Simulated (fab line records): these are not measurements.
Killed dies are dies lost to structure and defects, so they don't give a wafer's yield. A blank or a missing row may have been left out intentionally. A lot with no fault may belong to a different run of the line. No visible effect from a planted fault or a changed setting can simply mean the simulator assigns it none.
fab line records	flow nand-harc
record lots=13	wafers=39	last-day=25
route steps=1159 shown A_WL_FILL@829 A_CONTACT@842 END@1159
lots with no fault: from the same line, run without faults
start-h: start of the lot's first displayed wafer, in hours after the record's first day	wait-h: hours since the lot's step before	" repeats the value in the row above	L1.1+2: a row that stands for several wafers	- no value, or no start was given	* or withheld: withheld	< > ~ a bound
route shown NAME@n: NAME is a module with steps in the file, n the number in the route of the first one	usual: mean/standard deviation of fault-free wafers	same: alike in all rows	chamber/n: place in a boat	sites: per-site readings	_std_site: standard deviation of those values	_edge_site: inner sites' mean taken away from outer sites' mean	radius-mm: how far each site lies from the wafer's centre	mask NAME#n: copy n	behind: the tool/chamber that last shaped the wafer	hold: why the lot went on hold/how many hours it stayed there/how the hold came to an end	device: transistor that didn't switch, given as n, p or np	end of line: tests of these same wafers at the route's end	for a step that has no rows: nothing shown but its recipe	killed: at the first sort, the dies lost to defects and structure; wafer yield is something else	map: dies across one wafer; x = killed, . = not, _ = none there
set.NAME: the setting as run; set.NAME@STEP: as run at that earlier step	model.NAME: the simulator's own value behind a step, which no gauge read
the route's steps for a sample of lots (tables are steps, rows are wafers)
services: the hour from which a tool's chamber was out of use, counted from the record's first day as start-h (under 0 if before that day), plus the number of hours and why
## steps
# step NHARC_A_WL_FILL_ETCHBACK_26
# recipe target-depth-a=520	time-s=13.3	hbr-flow-sccm=150	rf-w=350	icp-w=350	bias-w=60	chemistry=HBr
# usual drypump-motor-current-A=5.8/0.42	oes-product-au=1.000/0.013	throttle-valve-pct=23.266/0.0097
lot.wafer	tool	chamber	start-h	wait-h	drypump-motor-current-A	oes-product-au	rf-hours-counter-h	throttle-valve-pct
L290.1	rie-si-03	2	356.19	0.4	5.6	0.991	0.1	23.277
L290.4	"	0	"	"	6.5	1.013	0.1	23.259
L290.6	"	3	"	"	6.0	1.003	-	23.269
L289.1	rie-si-04	3	358.87	0.4	5.9	0.994	0.6	23.266
L289.2	"	1	"	"	5.3	1.010	0.6	23.263
L289.5	"	3	"	"	5.9	1.000	-	23.270
L292.4	rie-si-06	2	372.46	0.4	6.7	0.995	0	23.272
L292.6	"	0	"	"	5.5	1.003	-	23.284
L292.5	"	1	"	"	5.6	1.028	-	23.255
L291.3	rie-si-04	3	372.46	0.4	5.9	1.010	0.6	23.273
L291.4	"	0	"	"	5.6	0.980	0.6	23.271
L291.5	"	2	"	"	5.4	0.993	-	23.275
L298.2	rie-si-04	0	411.44	0.4	5.7	0.979	0.9	23.249
L298.4	"	1	"	"	5.2	0.992	1.0	23.266
L298.1	"	3	"	"	5.9	0.988	1.0	23.261
L299.4	rie-si-06	0	413.72	0.4	5.6	0.983	0.4	23.254
L299.6	"	2	"	"	6.8	0.997	-	23.270
L299.5	"	3	"	"	6.0	1.010	-	23.266
L303.3	rie-si-06	1	427.56	0.4	5.6	1.023	0.5	23.256
L303.1	"	0	"	"	5.6	0.982	0.5	23.258
L303.5	"	1	"	"	5.6	1.037	-	23.265
L306.4	rie-si-04	2	469.36	0.4	5.4	0.996	0.1	23.269
L306.5	"	0	"	"	5.6	0.976	-	23.278
L306.6	"	1	"	"	5.3	0.980	-	23.257
L309.4	rie-si-06	2	472.18	0.4	6.7	0.996	0.6	23.279
L309.2	"	0	"	"	5.6	0.986	0.9	23.272
L309.5	"	3	"	"	6.0	1.027	-	23.262
L308.2	rie-si-03	0	472.19	0.4	6.5	1.016	0.8	23.275
L308.3	"	2	"	"	5.6	1.005	0.9	23.278
L308.6	"	0	"	"	6.5	1.005	-	23.262
L311.1	rie-si-03	1	475.36	0.4	5.7	1.013	0.9	23.255
L311.2	"	2	"	"	5.6	0.995	0.9	23.250
L311.3	"	3	"	"	6.0	0.995	0.8	23.261
L310.3	rie-si-06	2	475.36	0.4	6.7	0.998	0.7	23.270
L310.5	"	1	"	"	5.6	1.015	-	23.268
L310.6	"	2	"	"	6.7	1.003	-	23.264
L312.4	rie-si-04	3	480.89	0.4	5.9	0.984	0.1	23.256
L312.3	"	1	"	"	5.3	0.989	0.2	23.254
L312.6	"	3	"	"	5.9	0.990	-	23.260
# step NHARC_A_WL_FILL_INSPECT_15
# usual raw-defect-count=391/110
lot.wafer	tool	chamber	start-h	wait-h	raw-defect-count
L290.1	defect-inspect-02	-	365.80	0.0	313
L290.4	"	-	"	"	261
L290.6	"	-	"	"	312
L289.1	defect-inspect-01	-	366.40	0.0	288
L289.2	"	-	"	"	238
L289.5	"	-	"	"	256
L291.3	defect-inspect-01	-	378.43	0.0	330
L291.4	"	-	"	"	416
L291.5	"	-	"	"	411
L292.4	defect-inspect-01	-	378.52	0.1	502
L292.5	"	-	"	"	388
L292.6	"	-	"	"	346
L298.1	defect-inspect-02	-	417.66	0.1	294
L298.2	"	-	"	"	275
L298.4	"	-	"	"	344
L299.4	defect-inspect-02	-	421.71	0.0	248
L299.5	"	-	"	"	355
L299.6	"	-	"	"	270
L303.1	defect-inspect-02	-	434.27	0.0	823
L303.3	"	-	"	"	623
L303.5	"	-	"	"	613
L306.4	defect-inspect-01	-	477.44	0.0	449
L306.5	"	-	"	"	250
L306.6	"	-	"	"	601
L308.2	defect-inspect-02	-	482.22	0.0	380
L308.3	"	-	"	"	249
L308.6	"	-	"	"	354
L309.2	defect-inspect-01	-	486.51	0.0	442
L309.4	"	-	"	"	350
L309.5	"	-	"	"	292
L311.1	defect-inspect-01	-	491.33	0.0	499
L311.2	"	-	"	"	435
L311.3	"	-	"	"	380
L310.3	defect-inspect-01	-	497.98	0.0	293
L310.5	"	-	"	"	338
L310.6	"	-	"	"	413
L312.3	defect-inspect-01	-	506.59	0.0	378
L312.4	"	-	"	"	367
L312.6	"	-	"	"	428
# step NHARC_A_CONTACT_DEP_28
# recipe target-thk-a=36000	temp-c=400	material=aC
# usual throttle-valve-pct=35.001/0.0087
lot.wafer	tool	chamber	start-h	wait-h	throttle-valve-pct
L290.1	acl-dep-03	0	367.76	1.3	35.000
L290.4	"	0	368.87	2.4	35.014
L290.6	"	0	"	"	35.013
L289.1	acl-dep-02	0	367.98	0.9	34.998
L289.2	"	0	"	"	35.009
L289.5	"	0	369.49	2.4	35.010
L291.3	acl-dep-03	0	379.83	0.8	35.002
L291.4	"	0	"	"	35.007
L291.5	"	0	"	"	35.002
L292.4	acl-dep-01	0	381.50	2.1	35.016
L292.5	"	0	"	"	34.994
L292.6	"	0	"	"	35.009
L298.1	acl-dep-03	0	419.53	1.2	34.994
L298.2	"	0	"	"	35.013
L298.4	"	0	"	"	35.002
L299.4	acl-dep-03	0	423.48	1.2	35.003
L299.5	"	0	"	"	35.003
L299.6	"	0	"	"	34.996
L303.1	acl-dep-02	0	436.10	1.2	34.981
L303.3	"	0	"	"	35.011
L303.5	"	0	"	"	34.988
L306.4	acl-dep-03	0	481.45	3.3	34.992
L306.5	"	0	"	"	35.003
L306.6	"	0	"	"	35.012
L308.2	acl-dep-02	0	487.93	5.1	34.997
L308.3	"	0	"	"	34.988
L308.6	"	0	489.41	6.6	35.001
L309.2	acl-dep-03	0	490.71	3.5	35.015
L309.4	"	0	"	"	35.000
L309.5	"	0	"	"	35.010
L311.1	acl-dep-01	0	493.51	1.6	34.996
L311.2	"	0	"	"	34.996
L311.3	"	0	"	"	35.005
L310.3	acl-dep-01	0	499.65	1.1	34.998
L310.5	"	0	"	"	34.990
L310.6	"	0	"	"	34.999
L312.3	acl-dep-03	0	509.71	2.5	34.985
L312.4	"	0	"	"	35.000
L312.6	"	0	"	"	35.000
# step NHARC_A_CONTACT_INSPECT_44
# usual raw-defect-count=28/16
lot.wafer	tool	chamber	start-h	wait-h	raw-defect-count
L290.1	defect-inspect-02	-	370.74	0.0	16
L290.4	"	-	"	"	17
L290.6	"	-	"	"	7
L289.1	defect-inspect-01	-	371.04	0.0	22
L289.2	"	-	"	"	21
L289.5	"	-	"	"	23
L291.3	defect-inspect-02	-	382.30	0.0	6
L291.4	"	-	"	"	7
L291.5	"	-	"	"	6
L292.4	defect-inspect-02	-	383.65	0.0	30
L292.5	"	-	"	"	19
L292.6	"	-	"	"	27
L298.1	defect-inspect-01	-	422.58	0.0	974
L298.2	"	-	"	"	1053
L298.4	"	-	"	"	1050
L299.4	defect-inspect-02	-	425.34	0.0	999
L299.5	"	-	"	"	1009
L299.6	"	-	"	"	1061
L303.1	defect-inspect-02	-	439.20	0.0	29
L303.3	"	-	"	"	38
L303.5	"	-	"	"	41
L306.4	defect-inspect-02	-	483.49	0.0	21
L306.5	"	-	"	"	26
L306.6	"	-	"	"	26
L308.2	defect-inspect-02	-	490.64	0.0	8
L308.3	"	-	"	"	8
L308.6	"	-	"	"	12
L309.2	defect-inspect-02	-	493.38	0.0	27
L309.4	"	-	"	"	33
L309.5	"	-	"	"	40
L311.1	defect-inspect-01	-	496.62	0.0	10
L311.2	"	-	"	"	21
L311.3	"	-	"	"	11
L310.3	defect-inspect-01	-	502.00	0.0	41
L310.5	"	-	"	"	28
L310.6	"	-	"	"	32
L312.3	defect-inspect-02	-	512.06	0.0	62
L312.4	"	-	"	"	46
L312.6	"	-	"	"	52
# step NHARC_A_CONTACT_ETCH_111
# recipe source-w=withheld	pressure-mtorr=20	bias-v=withheld	time-s=140	target-depth-a=7000	ar-flow-sccm=withheld	c4f8-flow-sccm=withheld	o2-flow-sccm=withheld	chemistry=C4F8/O2/Ar
# usual oes-air-line-au=1.001/0.02
lot.wafer	tool	chamber	start-h	wait-h	oes-air-line-au	rf-hours-counter-h
L290.1	har-cap-etch-02	1	372.11	-	1.012	8
L290.4	"	1	"	"	1.006	-
L290.6	"	1	"	"	0.998	-
L289.1	har-cap-etch-03	0	372.72	-	0.994	78
L289.2	"	1	"	"	0.977	78
L289.5	"	0	"	"	1.020	-
L291.4	har-cap-etch-02	0	383.75	-	0.998	-
L291.3	"	1	"	"	1.002	-
L291.5	"	1	"	"	0.985	-
L292.4	har-cap-etch-03	0	385.07	-	1.012	-
L292.6	"	1	"	"	1.004	-
L292.5	"	0	"	"	0.994	-
L298.2	har-cap-etch-03	1	424.19	-	0.968	88
L298.1	"	0	"	"	0.991	88
L298.4	"	1	"	"	0.990	-
L299.4	har-cap-etch-02	1	426.99	-	0.998	-
L299.5	"	0	"	"	0.999	-
L299.6	"	1	"	"	0.999	-
L303.1	har-cap-etch-03	1	440.55	-	1.003	91
L303.3	"	0	"	"	0.958	-
L303.5	"	0	"	"	1.012	-
L306.4	har-cap-etch-01	1	484.87	-	0.960	-
L306.5	"	1	"	"	0.989	-
L306.6	"	0	"	"	1.011	-
L308.2	har-cap-etch-01	1	492.00	-	1.011	73
L308.3	"	1	"	"	0.988	-
L308.6	"	0	"	"	0.989	-
L309.2	har-cap-etch-01	0	495.04	-	1.017	74
L309.4	"	0	"	"	1.026	-
L309.5	"	1	"	"	1.026	-
L311.1	har-cap-etch-01	1	498.05	-	1.010	76
L311.2	"	0	"	"	1.012	76
L311.3	"	1	"	"	1.024	-
L310.3	har-cap-etch-02	0	503.42	-	1.000	-
L310.6	"	1	"	"	1.021	-
L310.5	"	0	"	"	1.014	-
L312.4	har-cap-etch-02	1	513.64	-	0.979	-
L312.3	"	0	"	"	0.996	-
L312.6	"	0	"	"	1.001	-
# step NHARC_END_SORT_01
# recipe temp-c=25
# usual killed-at-array=28/11	killed-at-other=0.8/1.1	killed-at-periphery=3.3/2.8	killed-dies=32/11	killed-open=3.3/1.9	killed-short=1.9/1.4
# same gross-dies=677
lot.wafer	tool	chamber	start-h	wait-h	killed-at-array	killed-at-other	killed-at-periphery	killed-dies	killed-open	killed-short
L299.4	prober-02	0	497.07	3.4	126	0	0	126	2	2
L299.5	prober-02	0	497.87	3.7	112	1	0	113	1	1
L299.6	prober-02	0	498.67	4.0	129	0	0	129	7	1
L298.1	prober-01	0	502.46	2.5	121	0	5	126	7	0
L298.2	prober-01	0	503.26	2.8	133	0	0	133	4	0
L298.4	prober-01	0	504.86	3.4	138	1	1	140	3	0
L306.5	prober-01	0	564.22	3.7	29	1	2	32	5	1
# killed by level:class
L299.4 A_CONTACT:unspecified=97 A_CHANNEL_HOLE_D1:chamber-film-flake=20 A_CONTACT:chamber-film-flake=3 A_ONON_D1:geometric-particle:short=1 A_SGD_CUT:geometric-particle:open=1 A_WL_FILL:geometric-particle:open=1 A_CONTACT:geometric-particle:short=1 A_ZERO_WELL:chamber-film-flake=1
L299.5 A_CONTACT:unspecified=92 A_CHANNEL_HOLE_D1:chamber-film-flake=13 A_STAIRCASE:chamber-film-flake=2 A_ONON_D1:geometric-particle:short=1 A_CHANNEL_HOLE_D1:geometric-particle:open=1 A_ZERO_WELL:chamber-film-flake=1 A_CHANNEL_FILL_D1:chamber-film-flake=1 A_CONTACT:chamber-film-flake=1
L299.6 A_CONTACT:unspecified=101 A_CHANNEL_HOLE_D1:chamber-film-flake=12 A_STAIRCASE:chamber-film-flake=5 A_M0:geometric-particle:open=3 A_CONTACT:chamber-film-flake=2 A_ONON_D1:geometric-particle:open=1 A_SGD_CUT:geometric-particle:open=1 A_WL_FILL:geometric-particle:open=1
L298.1 A_CONTACT:unspecified=94 A_CHANNEL_HOLE_D1:chamber-film-flake=12 A_SLIT:chamber-film-flake=8 A_ZERO_WELL:chamber-film-flake=2 A_STAIRCASE:chamber-film-flake=2 P_GATE:geometric-particle:open=1 P_CONTACT:geometric-particle:open=1 P_M0:geometric-particle:open=1
L298.2 A_CONTACT:unspecified=92 A_CHANNEL_HOLE_D1:chamber-film-flake=16 A_SLIT:chamber-film-flake=9 A_STAIRCASE:chamber-film-flake=6 A_ZERO_WELL:chamber-film-flake=3 A_CONTACT:chamber-film-flake=3 A_SGD_CUT:geometric-particle:open=1 A_WL_FILL:geometric-particle:open=1
L298.4 A_CONTACT:unspecified=100 A_CHANNEL_HOLE_D1:chamber-film-flake=17 A_STAIRCASE:chamber-film-flake=8 A_SLIT:chamber-film-flake=7 A_CONTACT:chamber-film-flake=2 A_CONTACT:geometric-particle:open=1 A_BLC:geometric-particle:open=1 A_M1:geometric-particle:open=1
L306.5 A_STAIRCASE:chamber-film-flake=12 A_CHANNEL_HOLE_D1:chamber-film-flake=9 A_M0:geometric-particle:open=2 A_CONTACT:chamber-film-flake=2 A_CHANNEL_FILL_D1:geometric-particle:open=1 A_WL_FILL:geometric-particle:short=1 A_WL_FILL:geometric-particle:open=1 A_CONTACT:geometric-particle:open=1
## services
tool	chamber	start-h	hours	kind
acl-dep-02	-	349.56	13.0	pm
rie-si-06	-	360.00	9.0	pm
rie-si-06	0	360.00	9.0	vent-cycle
rie-si-06	1	360.00	9.0	vent-cycle
rie-si-06	2	360.00	9.0	vent-cycle
rie-si-06	3	360.00	9.0	vent-cycle
rie-si-06	0	369.00	-	clean
rie-si-06	1	369.00	-	clean
rie-si-06	2	369.00	-	clean
rie-si-06	3	369.00	-	clean
rie-si-03	3	390.25	20.5	repair
acl-dep-03	-	406.53	13.0	pm
rie-si-06	0	435.87	1.9	repair
acl-dep-02	-	451.12	5.0	repair
rie-si-04	-	453.00	9.0	pm
rie-si-04	0	453.00	9.0	vent-cycle
rie-si-04	1	453.00	9.0	vent-cycle
rie-si-04	2	453.00	9.0	vent-cycle
rie-si-04	3	453.00	15.7	vent-cycle
acl-dep-01	-	474.96	13.0	pm
rie-si-06	3	484.64	10.1	repair
rie-si-04	1	497.61	5.5	repair
rie-si-03	-	509.00	9.0	pm
rie-si-06	3	512.14	3.8	repair
## key
first-sign step=NHARC_A_CONTACT_INSPECT_44	reading=raw-defect-count	direction=up	sigmas=64	usual=28	struck=1024
effect step=NHARC_END_SORT_01	reading=killed-at-array	direction=up	sigmas=9	usual=28	struck=126
more-kills-born-at NHARC_A_CONTACT_DEP_28@acl-dep-03=576
met-at NHARC_A_CONTACT_DEP_28
struck-lots L298,L299
tester-left-out L298,L299
not-acting-at NHARC_A_WL_FILL_ETCHBACK_26,NHARC_A_WL_FILL_INSPECT_15,NHARC_A_CONTACT_ETCH_111
onset-between 379.83 419.53
fault kind=chamber-particle-source	tool=acl-dep-03	chamber=-	onset-h=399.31	steps=NHARC_A_CONTACT_DEP_28	rate-per-visit-cm2=1.5277	end-h=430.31
# tester-left-out: of these lots the tester's yield and bins aren't shown, on N5 and GAA mostly nor the transistor test; their killed dies are dies lost to structure and defects alone, not to doping, threshold or leakage, so they don't give the yield
